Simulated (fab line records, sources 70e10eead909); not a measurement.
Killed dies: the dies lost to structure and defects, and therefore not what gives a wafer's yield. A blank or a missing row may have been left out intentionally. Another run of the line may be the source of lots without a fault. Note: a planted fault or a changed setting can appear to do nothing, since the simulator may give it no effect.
fab line records -- flow nandHarc
[record] lots = 24, wafers = 72, lastDay = 33
route steps=1302 shown A_CONTACT@1046
lots that met no fault: from a run of the same line without faults
startH: start of the lot's first displayed wafer, in hours after the record's first day -- waitH: hours elapsed since this lot's preceding step -- " as in the row above -- L1.1+2: a row that stands for several wafers -- - value missing, or start not given -- * or withheld: withheld -- < > ~ a bound
route shown NAME@n: a module of which the file shows steps, and the number in the route of the first -- usual: mean/standard deviation of fault-free wafers -- same: alike in all rows -- chamber/n: place in a boat -- sites: readings site by site -- _std_site: the values' standard deviation -- _edge_site: outer sites' mean less inner sites' -- radiusMm: for every site, how far away it sits from the centre of the wafer -- mask NAME#n: copy n -- behind: the most recent tool/chamber to have shaped the wafer -- hold: cause of the lot's hold/its duration in hours/its outcome -- device: which transistor (n, p or np) failed to switch -- end of line: tests of these same wafers at the route's end -- step lacking rows: just its recipe -- killed: not the wafer's yield, but the dies lost to structure and defects at the first sort -- map: a wafer's dies, x killed, . not, _ none there
set.NAME: the setting as run; set.NAME@STEP: as run at that earlier step -- model.NAME: the simulator's own value behind a step, which no gauge read
one table for each step of the route and one row for each wafer, over a sample of lots
services: from which hour (startH, from the record's first day; less than 0 if before it) a tool's chamber was out of use, for how many hours, and why
[[steps]]
[step NHARC_A_CONTACT_ETCH_78]
[recipe] targetDepthA = 53000, overEtchFrac = 0.3, timeS = 1378, ionEnergyEv = 150, o2FlowSccm = 400, cosFlowSccm = 20, arFlowSccm = 0, rfW = 500, biasW = 300, chemistry = O2/COS
[usual] drypumpMotorCurrentA = 5.6/0.44, oesProductAu = 1.002/0.011, rfVppV = 313.4/2.3, showerheadPlenumPTorr = 3.07/0.14, throttleValvePct = 28.329/0.0094
lot.wafer,tool,chamber,startH,waitH,drypumpMotorCurrentA,oesProductAu,rfHoursCounterH,rfVppV,showerheadPlenumPTorr,throttleValvePct
L074.1,rieDiel-09,0,-,-,5.3,1.007,29,310.5,2.92,28.334
L074.3,rieDiel-09,1,-,-,5.4,1.014,30,316.0,3.17,28.332
L074.4,rieDiel-09,3,-,-,6.0,1.008,32,316.8,3.30,28.329
L075.3,rieDiel-02,1,-,-,6.3,0.999,36,314.2,3.17,28.321
L075.1,rieDiel-02,2,-,-,6.3,0.994,35,312.7,3.07,28.331
L075.5,rieDiel-02,0,-,-,5.1,0.994,-,312.9,3.13,28.342
L077.1,rieDiel-09,3,-,-,6.0,1.004,3,316.9,3.30,28.337
L077.2,rieDiel-09,0,-,-,5.3,0.996,4,311.5,2.91,28.331
L077.3,rieDiel-09,1,-,-,5.4,1.018,4,315.5,3.17,28.339
L076.4,rieDiel-09,3,-,-,6.0,0.996,4,316.1,3.30,28.317
L076.2,rieDiel-09,0,-,-,5.3,0.999,4,311.7,2.91,28.321
L076.5,rieDiel-09,2,-,-,5.2,0.998,-,312.3,2.90,28.324
L078.4,rieDiel-09,1,-,-,5.4,1.012,7,314.2,3.17,28.332
L078.6,rieDiel-09,2,-,-,5.1,1.007,-,311.2,2.90,28.331
L078.5,rieDiel-09,3,-,-,6.0,0.984,-,318.1,3.30,28.323
L079.1,rieDiel-02,2,-,-,6.3,1.003,51,314.1,3.06,28.326
L079.6,rieDiel-02,1,-,-,6.3,0.999,-,313.6,3.16,28.325
L079.4,rieDiel-02,2,-,-,6.3,0.995,-,313.5,3.06,28.336
L081.4,rieDiel-09,1,-,-,5.4,1.010,9,316.3,3.17,28.327
L081.3,rieDiel-09,3,-,-,6.0,1.001,8,317.1,3.30,28.327
L081.5,rieDiel-09,2,-,-,5.1,0.987,-,311.6,2.90,28.327
L080.4,rieDiel-11,2,-,-,5.6,0.995,46,314.5,3.16,28.326
L080.1,rieDiel-11,0,-,-,6.5,0.984,44,312.6,2.99,28.329
L080.5,rieDiel-11,2,-,-,5.6,1.000,-,315.0,3.16,28.319
L083.3,rieDiel-09,0,-,-,5.3,1.006,12,311.1,2.91,28.346
L083.5,rieDiel-09,0,-,-,5.3,1.010,-,311.8,2.91,28.328
L083.6,rieDiel-09,1,-,-,5.4,1.019,-,314.2,3.16,28.332
L082.5,rieDiel-09,0,-,-,5.3,0.989,-,311.1,2.91,28.327
L082.6,rieDiel-09,1,-,-,5.4,1.018,-,313.9,3.16,28.336
L082.4,rieDiel-09,3,-,-,6.0,0.994,-,315.8,3.30,28.349
L084.3,rieDiel-11,3,-,-,6.1,0.995,55,310.5,2.91,28.342
L084.4,rieDiel-11,2,-,-,5.5,1.000,59,313.7,3.15,28.345
L084.6,rieDiel-11,0,-,-,6.5,0.978,-,313.0,2.99,28.337
L085.1,rieDiel-02,2,-,-,6.3,1.017,6,312.7,3.05,28.339
L085.6,rieDiel-02,1,-,-,6.3,1.000,-,314.6,3.16,28.343
L085.5,rieDiel-02,2,-,-,6.3,1.013,-,313.6,3.05,28.335
L086.4,rieDiel-02,2,-,-,6.4,1.017,13,313.6,3.05,28.333
L086.1,rieDiel-02,0,-,-,5.1,1.021,14,313.2,3.12,28.341
L086.5,rieDiel-02,2,-,-,6.3,1.014,-,313.4,3.05,28.347
L087.2,rieDiel-09,1,-,-,5.4,1.031,22,315.9,3.16,28.338
L087.3,rieDiel-09,2,-,-,5.2,0.991,16,310.1,2.90,28.318
L087.5,rieDiel-09,3,-,-,6.0,0.997,-,317.1,3.29,28.319
L089.1,rieDiel-09,0,-,-,5.3,0.986,25,311.4,2.90,28.318
L089.2,rieDiel-09,1,-,-,5.4,1.017,25,314.6,3.16,28.319
L089.6,rieDiel-09,2,-,-,5.2,0.993,-,311.9,2.90,28.338
L088.4,rieDiel-09,1,-,-,5.4,1.007,26,315.2,3.16,28.336
L088.3,rieDiel-09,2,-,-,5.1,0.983,22,309.7,2.90,28.329
L088.1,rieDiel-09,3,-,-,6.0,0.985,28,316.5,3.29,28.332
L090.2,rieDiel-09,3,-,-,6.0,0.986,29,316.3,3.29,28.320
L090.4,rieDiel-09,0,-,-,5.3,0.989,27,309.4,2.90,28.335
L090.5,rieDiel-09,1,-,-,5.4,1.014,-,315.7,3.16,28.330
L091.1,rieDiel-11,0,-,-,6.5,0.994,15,312.2,2.98,28.321
L091.3,rieDiel-11,0,-,-,6.5,0.998,-,311.5,2.98,28.326
L091.4,rieDiel-11,2,-,-,5.6,1.010,-,315.3,3.14,28.324
L092.1,rieDiel-09,2,-,-,5.1,1.007,3,309.8,2.89,28.330
L092.4,rieDiel-09,3,-,-,6.0,1.000,4,316.9,3.29,28.318
L092.6,rieDiel-09,1,-,-,5.4,1.015,-,313.2,3.15,28.329
L093.2,rieDiel-09,2,-,-,5.2,1.008,4,311.2,2.89,28.329
L093.4,rieDiel-09,0,-,-,5.3,0.988,5,311.0,2.90,28.325
L093.6,rieDiel-09,2,-,-,5.2,1.004,-,310.7,2.89,28.337
L094.4,rieDiel-02,0,-,-,5.2,1.012,47,313.6,3.10,28.321
L094.3,rieDiel-02,2,-,-,6.4,1.008,44,313.0,3.03,28.317
L094.5,rieDiel-02,0,-,-,5.1,1.021,-,314.0,3.10,28.318
L095.4,rieDiel-09,0,-,-,5.3,0.995,7,311.5,2.90,28.327
L095.2,rieDiel-09,1,-,-,5.4,1.014,7,315.6,3.15,28.331
L095.6,rieDiel-09,3,-,-,6.0,1.010,-,317.8,3.29,28.303
L096.1,rieDiel-09,2,-,-,5.1,0.998,11,310.7,2.89,28.332
L096.3,rieDiel-09,3,-,-,6.0,1.008,11,316.2,3.28,28.336
L096.6,rieDiel-09,3,-,-,6.0,1.008,-,315.3,3.28,28.339
L097.1,rieDiel-09,2,-,-,5.1,1.005,12,311.3,2.89,28.316
L097.4,rieDiel-09,3,-,-,6.0,1.004,12,316.0,3.28,28.325
L097.5,rieDiel-09,2,-,-,5.2,0.997,-,310.3,2.89,28.339
[step NHARC_A_CONTACT_ETCH_124]
[recipe] sourceW = withheld, pressureMtorr = 20, biasV = withheld, timeS = 140, targetDepthA = 7000, arFlowSccm = withheld, c4f8FlowSccm = withheld, o2FlowSccm = withheld, chemistry = C4F8/O2/Ar
lot.wafer,tool,chamber,startH,waitH,rfHoursCounterH
L074.1,harCapEtch-03,1,495.30,-,44
L074.4,harCapEtch-03,1,495.30,-,-
L074.3,harCapEtch-03,0,495.30,-,-
L075.1,harCapEtch-02,1,519.74,-,86
L075.3,harCapEtch-02,0,519.74,-,-
L075.5,harCapEtch-02,1,519.74,-,-
L077.1,harCapEtch-01,1,524.80,-,2
L077.2,harCapEtch-01,0,524.80,-,2
L077.3,harCapEtch-01,1,524.80,-,-
L076.2,harCapEtch-03,1,529.78,-,49
L076.4,harCapEtch-03,1,529.78,-,-
L076.5,harCapEtch-03,0,529.78,-,-
L078.4,harCapEtch-03,0,543.44,-,-
L078.6,harCapEtch-03,0,543.44,-,-
L078.5,harCapEtch-03,1,543.44,-,-
L079.1,harCapEtch-02,1,558.16,-,91
L079.4,harCapEtch-02,0,558.16,-,-
L079.6,harCapEtch-02,0,558.16,-,-
L081.3,harCapEtch-03,1,562.88,-,-
L081.4,harCapEtch-03,0,562.88,-,-
L081.5,harCapEtch-03,0,562.88,-,-
L080.1,harCapEtch-03,1,570.25,-,58
L080.4,harCapEtch-03,1,570.25,-,-
L080.5,harCapEtch-03,0,570.25,-,-
L083.3,harCapEtch-01,1,578.77,-,-
L083.6,harCapEtch-01,1,578.77,-,-
L083.5,harCapEtch-01,0,578.77,-,-
L082.4,harCapEtch-02,0,582.22,-,-
L082.5,harCapEtch-02,0,582.22,-,-
L082.6,harCapEtch-02,1,582.22,-,-
L084.3,harCapEtch-03,0,598.75,-,-
L084.4,harCapEtch-03,1,598.75,-,-
L084.6,harCapEtch-03,0,598.75,-,-
L085.1,harCapEtch-02,1,602.41,-,100
L085.5,harCapEtch-02,1,602.41,-,-
L085.6,harCapEtch-02,0,602.41,-,-
L086.1,harCapEtch-03,0,628.67,-,67
L086.4,harCapEtch-03,1,628.67,-,-
L086.5,harCapEtch-03,1,628.67,-,-
L087.2,harCapEtch-02,0,637.01,-,104
L087.3,harCapEtch-02,0,637.01,-,-
L087.5,harCapEtch-02,0,637.01,-,-
L089.2,harCapEtch-01,0,651.94,-,26
L089.1,harCapEtch-01,1,651.94,-,26
L089.6,harCapEtch-01,0,651.94,-,-
L088.1,harCapEtch-02,0,656.78,-,110
L088.4,harCapEtch-02,0,656.78,-,-
L088.3,harCapEtch-02,1,656.78,-,-
L090.2,harCapEtch-03,0,661.47,-,73
L090.4,harCapEtch-03,0,661.47,-,-
L090.5,harCapEtch-03,1,661.47,-,-
L091.1,harCapEtch-01,1,662.72,-,28
L091.4,harCapEtch-01,1,662.72,-,-
L091.3,harCapEtch-01,0,662.72,-,-
L092.1,harCapEtch-03,1,703.28,-,79
L092.4,harCapEtch-03,0,703.28,-,-
L092.6,harCapEtch-03,1,703.28,-,-
L093.2,harCapEtch-02,0,707.73,-,117
L093.4,harCapEtch-02,1,707.73,-,-
L093.6,harCapEtch-02,0,707.73,-,-
L094.3,harCapEtch-01,0,712.42,-,-
L094.4,harCapEtch-01,1,712.42,-,-
L094.5,harCapEtch-01,0,712.42,-,-
L095.2,harCapEtch-03,0,718.81,-,82
L095.4,harCapEtch-03,1,718.81,-,-
L095.6,harCapEtch-03,1,718.81,-,-
L096.1,harCapEtch-01,0,740.06,-,41
L096.3,harCapEtch-01,0,740.06,-,-
L096.6,harCapEtch-01,1,740.06,-,-
L097.1,harCapEtch-03,0,743.30,-,88
L097.4,harCapEtch-03,1,743.30,-,-
L097.5,harCapEtch-03,0,743.30,-,-
[step NHARC_A_CONTACT_ETCH_133]
[recipe] sourceW = withheld, pressureMtorr = 20, biasV = 400, timeS = 374, targetDepthA = 16100, arFlowSccm = withheld, c4f8FlowSccm = 11.5, o2FlowSccm = 7.2, chemistry = C4F8/O2/Ar
lot.wafer,tool,chamber,startH,waitH,rfHoursCounterH
L074.1,harCapEtch-03,1,496.92,0.2,45
L074.4,harCapEtch-03,1,496.92,0.2,-
L074.3,harCapEtch-03,0,496.92,0.2,-
L075.1,harCapEtch-02,1,521.35,0.1,87
L075.3,harCapEtch-02,0,521.35,0.1,-
L075.5,harCapEtch-02,1,521.35,0.1,-
L077.1,harCapEtch-01,1,526.41,0.1,4
L077.2,harCapEtch-01,0,526.41,0.1,4
L077.3,harCapEtch-01,1,526.41,0.1,-
L076.2,harCapEtch-03,1,531.39,0.1,51
L076.4,harCapEtch-03,1,531.39,0.1,-
L076.5,harCapEtch-03,0,531.39,0.1,-
L078.4,harCapEtch-03,0,545.13,0.2,-
L078.6,harCapEtch-03,0,545.13,0.2,-
L078.5,harCapEtch-03,1,545.13,0.2,-
L079.1,harCapEtch-02,1,559.81,0.2,93
L079.4,harCapEtch-02,0,559.81,0.2,-
L079.6,harCapEtch-02,0,559.81,0.2,-
L081.3,harCapEtch-03,1,565.13,0.3,-
L081.4,harCapEtch-03,0,565.13,0.3,-
L081.5,harCapEtch-03,0,565.13,0.3,-
L080.1,harCapEtch-03,1,571.87,0.1,60
L080.4,harCapEtch-03,1,571.87,0.1,-
L080.5,harCapEtch-03,0,571.87,0.1,-
L083.3,harCapEtch-01,1,580.46,0.2,-
L083.6,harCapEtch-01,1,580.46,0.2,-
L083.5,harCapEtch-01,0,580.46,0.2,-
L082.4,harCapEtch-02,0,583.90,0.2,-
L082.5,harCapEtch-02,0,583.90,0.2,-
L082.6,harCapEtch-02,1,583.90,0.2,-
L084.3,harCapEtch-03,0,600.44,0.2,-
L084.4,harCapEtch-03,1,600.44,0.2,-
L084.6,harCapEtch-03,0,600.44,0.2,-
L085.1,harCapEtch-02,1,604.55,0.2,101
L085.5,harCapEtch-02,1,604.55,0.2,-
L085.6,harCapEtch-02,0,604.55,0.2,-
L086.1,harCapEtch-03,0,630.32,0.2,68
L086.4,harCapEtch-03,1,630.32,0.2,-
L086.5,harCapEtch-03,1,630.32,0.2,-
L087.2,harCapEtch-02,0,638.66,0.2,106
L087.3,harCapEtch-02,0,638.66,0.2,-
L087.5,harCapEtch-02,0,638.66,0.2,-
L089.2,harCapEtch-01,0,653.55,0.1,28
L089.1,harCapEtch-01,1,653.55,0.1,28
L089.6,harCapEtch-01,0,653.55,0.1,-
L088.1,harCapEtch-02,0,658.39,0.1,112
L088.4,harCapEtch-02,0,658.39,0.1,-
L088.3,harCapEtch-02,1,658.39,0.1,-
L090.2,harCapEtch-03,0,663.13,0.2,75
L090.4,harCapEtch-03,0,663.13,0.2,-
L090.5,harCapEtch-03,1,663.13,0.2,-
L091.1,harCapEtch-01,1,664.34,0.1,30
L091.4,harCapEtch-01,1,664.34,0.1,-
L091.3,harCapEtch-01,0,664.34,0.1,-
L092.1,harCapEtch-03,1,704.89,0.1,80
L092.4,harCapEtch-03,0,704.89,0.1,-
L092.6,harCapEtch-03,1,704.89,0.1,-
L093.2,harCapEtch-02,0,711.44,0.4,119
L093.4,harCapEtch-02,1,711.44,0.4,-
L093.6,harCapEtch-02,0,711.44,0.4,-
L094.3,harCapEtch-01,0,714.11,0.2,-
L094.4,harCapEtch-01,1,714.11,0.2,-
L094.5,harCapEtch-01,0,714.11,0.2,-
L095.2,harCapEtch-03,0,720.43,0.1,83
L095.4,harCapEtch-03,1,720.43,0.1,-
L095.6,harCapEtch-03,1,720.43,0.1,-
L096.1,harCapEtch-01,0,741.72,0.2,43
L096.3,harCapEtch-01,0,741.72,0.2,-
L096.6,harCapEtch-01,1,741.72,0.2,-
L097.1,harCapEtch-03,0,744.92,0.1,90
L097.4,harCapEtch-03,1,744.92,0.1,-
L097.5,harCapEtch-03,0,744.92,0.1,-
[step NHARC_A_CONTACT_CD_MEAS_80]
[usual] cdNm = 289.6/0.88
lot.wafer,tool,chamber,startH,waitH,cdNm
L074.1,cdSem-03,-,497.92,-,288.5
L074.3,cdSem-03,-,497.92,-,289.3
L074.4,cdSem-03,-,497.92,-,289.0
L075.1,cdSem-02,-,522.38,-,291.1
L075.3,cdSem-02,-,522.38,-,291.0
L075.5,cdSem-02,-,522.38,-,290.6
L077.1,cdSem-01,-,527.42,-,290.2
L077.2,cdSem-01,-,527.42,-,289.4
L077.3,cdSem-01,-,527.42,-,290.4
L076.2,cdSem-01,-,532.43,-,289.2
L076.4,cdSem-01,-,532.43,-,289.0
L076.5,cdSem-01,-,532.43,-,288.7
L078.4,cdSem-02,-,546.00,-,290.0
L078.5,cdSem-02,-,546.00,-,291.0
L078.6,cdSem-02,-,546.00,-,290.1
L079.1,cdSem-03,-,560.78,-,289.6
L079.4,cdSem-03,-,560.78,-,290.0
L079.6,cdSem-03,-,560.78,-,291.0
L081.3,cdSem-01,-,566.09,-,290.2
L081.4,cdSem-01,-,566.09,-,290.2
L081.5,cdSem-01,-,566.09,-,289.5
L080.1,cdSem-03,-,573.12,-,287.9
L080.4,cdSem-03,-,573.12,-,288.6
L080.5,cdSem-03,-,573.12,-,288.0
L083.3,cdSem-01,-,581.41,-,288.0
L083.5,cdSem-01,-,581.41,-,289.0
L083.6,cdSem-01,-,581.41,-,289.6
L082.4,cdSem-02,-,584.81,-,289.7
L082.5,cdSem-02,-,584.81,-,290.8
L082.6,cdSem-02,-,584.81,-,289.8
L084.3,cdSem-01,-,601.30,-,288.6
L084.4,cdSem-01,-,601.30,-,287.8
L084.6,cdSem-01,-,601.30,-,288.0
L085.1,cdSem-01,-,605.70,-,289.4
L085.5,cdSem-01,-,605.70,-,289.3
L085.6,cdSem-01,-,605.70,-,289.8
L086.1,cdSem-03,-,631.25,-,289.6
L086.4,cdSem-03,-,631.25,-,290.2
L086.5,cdSem-03,-,631.25,-,290.0
L087.2,cdSem-02,-,639.61,-,289.0
L087.3,cdSem-02,-,639.61,-,289.6
L087.5,cdSem-02,-,639.61,-,288.4
L089.1,cdSem-03,-,654.56,-,287.4
L089.2,cdSem-03,-,654.56,-,288.0
L089.6,cdSem-03,-,654.56,-,288.1
L088.1,cdSem-01,-,659.40,-,289.6
L088.3,cdSem-01,-,659.40,-,287.9
L088.4,cdSem-01,-,659.40,-,288.4
L090.2,cdSem-01,-,664.36,-,289.9
L090.4,cdSem-01,-,664.36,-,290.1
L090.5,cdSem-01,-,664.36,-,291.0
L091.1,cdSem-03,-,665.47,-,289.9
L091.3,cdSem-03,-,665.47,-,289.5
L091.4,cdSem-03,-,665.47,-,289.3
L092.1,cdSem-01,-,705.90,-,289.6
L092.4,cdSem-01,-,705.90,-,289.8
L092.6,cdSem-01,-,705.90,-,289.1
L093.2,cdSem-03,-,712.89,-,290.3
L093.4,cdSem-03,-,712.89,-,290.1
L093.6,cdSem-03,-,712.89,-,289.9
L094.3,cdSem-01,-,714.98,-,289.8
L094.4,cdSem-01,-,714.98,-,289.8
L094.5,cdSem-01,-,714.98,-,289.5
L095.2,cdSem-01,-,721.44,-,290.0
L095.4,cdSem-01,-,721.44,-,290.3
L095.6,cdSem-01,-,721.44,-,290.2
L096.1,cdSem-02,-,742.71,-,291.0
L096.3,cdSem-02,-,742.71,-,289.9
L096.6,cdSem-02,-,742.71,-,290.8
L097.1,cdSem-02,-,745.92,-,289.9
L097.4,cdSem-02,-,745.92,-,290.2
L097.5,cdSem-02,-,745.92,-,290.0
[step NHARC_A_CONTACT_ETCH_98]
[recipe] targetDepthA = 200, overEtchFrac = 0.5, timeS = 10, ionEnergyEv = 250, c4f6FlowSccm = 25, o2FlowSccm = 20, arFlowSccm = 500, rfW = 600, biasW = 500, chemistry = C4F6/O2
[usual] drypumpMotorCurrentA = 5.6/0.45, oesProductAu = 0.960/0.024, rfVppV = 546/3.7, showerheadPlenumPTorr = 3.87/0.17, throttleValvePct = 26.903/0.0092
lot.wafer,tool,chamber,startH,waitH,drypumpMotorCurrentA,oesProductAu,rfHoursCounterH,rfVppV,showerheadPlenumPTorr,throttleValvePct
L074.4,rieDiel-11,0,-,-,6.5,0.927,23,545,3.78,26.889
L074.3,rieDiel-11,2,-,-,5.6,0.937,25,549,3.98,26.918
L074.1,rieDiel-11,3,-,-,6.1,0.946,21,541,3.68,26.899
L075.1,rieDiel-02,0,-,-,5.1,0.979,45,547,3.93,26.903
L075.3,rieDiel-02,2,-,-,6.4,0.953,43,547,3.85,26.898
L075.5,rieDiel-02,0,-,-,5.1,0.967,-,548,3.93,26.903
L077.1,rieDiel-02,2,-,-,6.4,0.952,43,546,3.85,26.915
L077.3,rieDiel-02,0,-,-,5.2,0.939,45,548,3.93,26.891
L077.2,rieDiel-02,1,-,-,6.4,0.955,43,548,3.98,26.903
L076.4,rieDiel-09,3,-,-,6.0,0.938,6,552,4.14,26.883
L076.2,rieDiel-09,1,-,-,5.4,0.969,7,549,3.98,26.893
L076.5,rieDiel-09,3,-,-,6.0,0.944,-,551,4.14,26.901
L078.4,rieDiel-09,0,-,-,5.3,0.950,7,540,3.67,26.902
L078.5,rieDiel-09,1,-,-,5.4,0.960,-,548,3.98,26.891
L078.6,rieDiel-09,2,-,-,5.2,0.941,-,541,3.66,26.924
L079.1,rieDiel-09,1,-,-,5.4,0.953,12,549,3.97,26.922
L079.4,rieDiel-09,1,-,-,5.4,0.950,-,547,3.97,26.902
L079.6,rieDiel-09,0,-,-,5.3,0.949,-,541,3.67,26.923
L081.3,rieDiel-09,3,578.36,0.8,6.0,0.962,12,550,4.14,26.902
L081.5,rieDiel-09,1,578.36,0.8,5.4,0.981,-,548,3.97,26.917
L081.4,rieDiel-09,0,578.36,0.8,5.3,0.960,-,541,3.67,26.887
L080.1,rieDiel-09,1,583.17,0.1,5.4,0.958,16,548,3.97,26.907
L080.5,rieDiel-09,3,583.17,0.1,6.0,0.934,-,552,4.14,26.900
L080.4,rieDiel-09,0,583.17,0.1,5.3,0.943,-,540,3.67,26.910
L083.3,rieDiel-02,3,-,-,5.2,0.996,4,545,3.82,26.909
L083.6,rieDiel-02,1,-,-,6.3,0.999,-,549,3.97,26.894
L083.5,rieDiel-02,2,-,-,6.4,1.015,-,546,3.84,26.909
L082.4,rieDiel-09,2,-,-,5.1,0.947,12,542,3.66,26.916
L082.6,rieDiel-09,1,-,-,5.4,1.023,-,549,3.97,26.906
L082.5,rieDiel-09,2,-,-,5.2,0.951,-,543,3.66,26.903
L084.3,rieDiel-09,1,-,-,5.4,0.948,18,549,3.97,26.914
L084.4,rieDiel-09,2,-,-,5.2,0.939,12,540,3.66,26.911
L084.6,rieDiel-09,1,-,-,5.4,0.956,-,549,3.97,26.899
L085.1,rieDiel-09,2,-,-,5.2,0.943,13,541,3.65,26.912
L085.6,rieDiel-09,3,-,-,6.0,0.946,-,552,4.13,26.896
L085.5,rieDiel-09,0,-,-,5.3,0.939,-,541,3.66,26.902
L086.4,rieDiel-09,0,-,-,5.3,0.931,24,540,3.66,26.887
L086.1,rieDiel-09,3,-,-,6.0,0.937,24,550,4.13,26.905
L086.5,rieDiel-09,0,-,-,5.3,0.939,-,541,3.66,26.925
L087.3,rieDiel-11,1,-,-,5.7,0.948,10,547,3.90,26.901
L087.2,rieDiel-11,3,-,-,6.1,0.961,8,551,4.22,26.907
L087.5,rieDiel-11,1,-,-,5.6,0.941,-,547,3.90,26.903
L089.1,rieDiel-09,2,-,-,5.1,0.954,25,542,3.65,26.893
L089.2,rieDiel-09,3,-,-,6.0,0.955,30,551,4.13,26.911
L089.6,rieDiel-09,2,-,-,5.2,0.948,-,540,3.65,26.895
L088.3,rieDiel-09,2,-,-,5.1,0.928,25,541,3.65,26.907
L088.4,rieDiel-09,3,-,-,6.0,0.940,30,551,4.13,26.906
L088.1,rieDiel-09,1,-,-,5.4,0.967,29,546,3.96,26.896
L090.2,rieDiel-09,0,-,-,5.3,0.934,29,540,3.66,26.903
L090.4,rieDiel-09,1,-,-,5.4,0.959,30,550,3.96,26.897
L090.5,rieDiel-09,0,-,-,5.3,0.937,-,542,3.66,26.906
L091.1,rieDiel-02,3,676.09,0.1,5.2,0.971,36,545,3.80,26.903
L091.3,rieDiel-02,0,676.09,0.1,5.1,0.972,36,545,3.90,26.909
L091.4,rieDiel-02,3,676.09,0.1,5.2,0.961,-,545,3.80,26.898
L092.4,rieDiel-02,1,-,-,6.3,0.965,39,547,3.95,26.896
L092.1,rieDiel-02,0,-,-,5.1,0.974,48,546,3.90,26.914
L092.6,rieDiel-02,1,-,-,6.3,0.964,-,548,3.95,26.914
L093.2,rieDiel-02,0,-,-,5.1,1.023,53,545,3.89,26.921
L093.4,rieDiel-02,1,-,-,6.4,0.994,44,549,3.95,26.885
L093.6,rieDiel-02,3,-,-,5.2,1.009,-,544,3.80,26.899
L094.4,rieDiel-11,2,-,-,5.6,0.995,42,546,3.93,26.915
L094.3,rieDiel-11,3,-,-,6.1,1.007,30,554,4.21,26.897
L094.5,rieDiel-11,3,-,-,6.1,1.006,-,551,4.21,26.893
L095.2,rieDiel-02,3,730.04,0.1,5.2,0.953,51,543,3.79,26.914
L095.6,rieDiel-02,1,730.04,0.1,6.4,0.953,-,546,3.94,26.904
L095.4,rieDiel-02,3,730.04,0.1,5.2,0.957,-,544,3.79,26.900
L096.3,rieDiel-09,2,-,-,5.1,0.982,15,541,3.64,26.914
L096.1,rieDiel-09,0,-,-,5.3,0.962,12,542,3.65,26.905
L096.6,rieDiel-09,1,-,-,5.4,0.994,-,548,3.96,26.906
L097.1,rieDiel-09,0,-,-,5.3,0.948,14,541,3.65,26.891
L097.4,rieDiel-09,1,-,-,5.4,0.973,14,547,3.95,26.894
L097.5,rieDiel-09,3,-,-,6.0,0.947,-,552,4.12,26.907
[step NHARC_A_CONTACT_CD_MEAS_15]
[usual] cdNm = 190.0/0.58
lot.wafer,tool,chamber,startH,waitH,cdNm
L074.1,cdSem-01,-,505.29,-,190.2
L074.3,cdSem-01,-,505.29,-,189.8
L074.4,cdSem-01,-,505.29,-,189.9
L075.1,cdSem-03,-,533.30,-,190.4
L075.3,cdSem-03,-,533.30,-,190.2
L075.5,cdSem-03,-,533.30,-,190.3
L077.1,cdSem-02,-,534.39,-,190.8
L077.2,cdSem-02,-,534.39,-,190.9
L077.3,cdSem-02,-,534.39,-,191.0
L076.2,cdSem-03,-,540.49,-,189.8
L076.4,cdSem-03,-,540.49,-,190.2
L076.5,cdSem-03,-,540.49,-,190.4
L078.4,cdSem-01,-,552.90,-,190.4
L078.5,cdSem-01,-,552.90,-,189.9
L078.6,cdSem-01,-,552.90,-,189.6
L079.1,cdSem-01,-,572.26,-,190.6
L079.4,cdSem-01,-,572.26,-,190.9
L079.6,cdSem-01,-,572.26,-,190.5
L081.3,cdSem-01,-,578.45,-,189.4
L081.4,cdSem-01,-,578.45,-,189.5
L081.5,cdSem-01,-,578.45,-,189.8
L080.1,cdSem-01,-,583.25,-,189.6
L080.4,cdSem-01,-,583.25,-,189.2
L080.5,cdSem-01,-,583.25,-,189.1
L083.3,cdSem-02,-,589.80,-,189.7
L083.5,cdSem-02,-,589.80,-,189.7
L083.6,cdSem-02,-,589.80,-,189.2
L082.4,cdSem-03,-,593.61,-,190.0
L082.5,cdSem-03,-,593.61,-,190.1
L082.6,cdSem-03,-,593.61,-,190.0
L084.3,cdSem-02,-,608.57,-,190.7
L084.4,cdSem-02,-,608.57,-,189.0
L084.6,cdSem-02,-,608.57,-,189.3
L085.1,cdSem-02,-,612.59,-,189.5
L085.5,cdSem-02,-,612.59,-,190.0
L085.6,cdSem-02,-,612.59,-,189.8
L086.1,cdSem-01,-,640.63,-,189.9
L086.4,cdSem-01,-,640.63,-,188.7
L086.5,cdSem-01,-,640.63,-,189.4
L087.2,cdSem-02,-,646.48,-,190.3
L087.3,cdSem-02,-,646.48,-,191.0
L087.5,cdSem-02,-,646.48,-,190.9
L089.1,cdSem-02,-,664.70,-,189.5
L089.2,cdSem-02,-,664.70,-,190.2
L089.6,cdSem-02,-,664.70,-,190.4
L088.1,cdSem-02,-,666.41,-,190.9
L088.3,cdSem-02,-,666.41,-,190.1
L088.4,cdSem-02,-,666.41,-,189.4
L090.2,cdSem-02,-,672.74,-,191.0
L090.4,cdSem-02,-,672.74,-,190.9
L090.5,cdSem-02,-,672.74,-,190.4
L091.1,cdSem-03,-,676.18,-,189.4
L091.3,cdSem-03,-,676.18,-,189.9
L091.4,cdSem-03,-,676.18,-,188.8
L092.1,cdSem-01,-,712.94,-,190.0
L092.4,cdSem-01,-,712.94,-,189.8
L092.6,cdSem-01,-,712.94,-,190.0
L093.2,cdSem-02,-,721.55,-,189.9
L093.4,cdSem-02,-,721.55,-,189.8
L093.6,cdSem-02,-,721.55,-,189.9
L094.3,cdSem-02,-,722.12,-,190.3
L094.4,cdSem-02,-,722.12,-,190.2
L094.5,cdSem-02,-,722.12,-,189.8
L095.2,cdSem-01,-,730.12,-,190.3
L095.4,cdSem-01,-,730.12,-,190.2
L095.6,cdSem-01,-,730.12,-,189.6
L096.1,cdSem-01,-,749.79,-,189.5
L096.3,cdSem-01,-,749.79,-,189.9
L096.6,cdSem-01,-,749.79,-,189.7
L097.1,cdSem-02,-,752.86,-,190.1
L097.4,cdSem-02,-,752.86,-,190.2
L097.5,cdSem-02,-,752.86,-,189.6
[[services]]
tool,chamber,startH,hours,kind
rieDiel-09,0,476.27,-,clean
rieDiel-09,1,476.27,-,clean
rieDiel-09,2,476.27,-,clean
rieDiel-09,3,476.27,-,clean
harCapEtch-01,-,489.61,0.3,repair
harCapEtch-01,-,497.00,17.0,pm
rieDiel-09,-,497.26,9.0,pm
rieDiel-09,0,497.26,9.0,ventCycle
rieDiel-09,1,497.26,9.0,ventCycle
rieDiel-09,2,497.26,9.0,ventCycle
rieDiel-09,3,497.26,9.0,ventCycle
rieDiel-09,0,506.26,-,clean
rieDiel-02,3,511.41,3.6,repair
rieDiel-09,0,530.82,5.3,repair
harCapEtch-01,-,541.29,0.2,repair
rieDiel-02,-,570.87,9.0,pm
rieDiel-09,2,572.13,18.2,repair
rieDiel-11,-,609.86,9.0,pm
rieDiel-11,1,658.13,4.1,repair
rieDiel-11,3,658.46,15.1,repair
rieDiel-02,1,663.23,13.8,repair
rieDiel-09,-,674.26,9.0,pm
rieDiel-02,2,725.34,8.4,repair
rieDiel-02,-,747.87,9.0,pm
[[key]]
fault none
